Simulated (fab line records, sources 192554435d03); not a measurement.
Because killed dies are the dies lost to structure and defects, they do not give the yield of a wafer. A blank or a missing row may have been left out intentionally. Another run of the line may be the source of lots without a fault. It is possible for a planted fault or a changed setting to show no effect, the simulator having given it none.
Matching of chambers :: flow n5Finfet :: pecvd-03 running N5_BEOL_M9_ILD_DEP_00: 3 sister chambers
The step deposits SiCOH lowk from DEMS/porogen, target thk 308.51 nm, time 58 s. 3 wafers are shown with their chamber, then 8 later ones without.

## WAFERS, EACH WITH ITS CHAMBER
wafer: L085.5
chamber: 1
throttleValvePct (%): 13.6

wafer: L088.4
chamber: 0
throttleValvePct (%): 13.4

wafer: L089.1
chamber: 2
throttleValvePct (%): 12.2

## WAFERS WITHOUT THEIR CHAMBER
wafer: L089.4
throttleValvePct (%): 13.7

wafer: L089.6
throttleValvePct (%): 13.3

wafer: L090.2
throttleValvePct (%): 13.3

wafer: L090.3
throttleValvePct (%): 13.2

wafer: L090.4
throttleValvePct (%): 12.1

wafer: L094.2
throttleValvePct (%): 13.4

wafer: L094.4
throttleValvePct (%): 12.3

wafer: L094.5
throttleValvePct (%): 13.9

## WHICH CHAMBER EACH ONE RAN IN
wafer: L089.4
from the rows above: can't be placed: 1 or 0
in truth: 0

wafer: L089.6
from the rows above: can't be placed: 0 or 1
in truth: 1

wafer: L090.2
from the rows above: can't be placed: 0 or 1
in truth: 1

wafer: L090.3
from the rows above: can't be placed: 0 or 1
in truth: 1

wafer: L090.4
from the rows above: 2
in truth: 2

wafer: L094.2
from the rows above: can't be placed: 0 or 1
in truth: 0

wafer: L094.4
from the rows above: 2
in truth: 2

wafer: L094.5
from the rows above: can't be placed: 1 or 0
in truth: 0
2 of 8 placed correctly. Cannot be placed on the basis of these rows: 6; the candidates contain the true chamber in 6. Wrongly placed: 0.
How it was worked out, from the rows above alone: a wafer's distance from a chamber is the root of the sum, over the readings, of the square of ((its reading less the chamber's mean) divided by the reading's scatter). If the next closest chamber is less than 2 further off than the closest, the wafer can't be placed; otherwise it belongs to the closest. For every chamber, the mean is computed from those of its wafers that are shown. The scatter: root of mean squared gap, hidden wafer to nearest shown wafer, with one shown wafer a chamber.
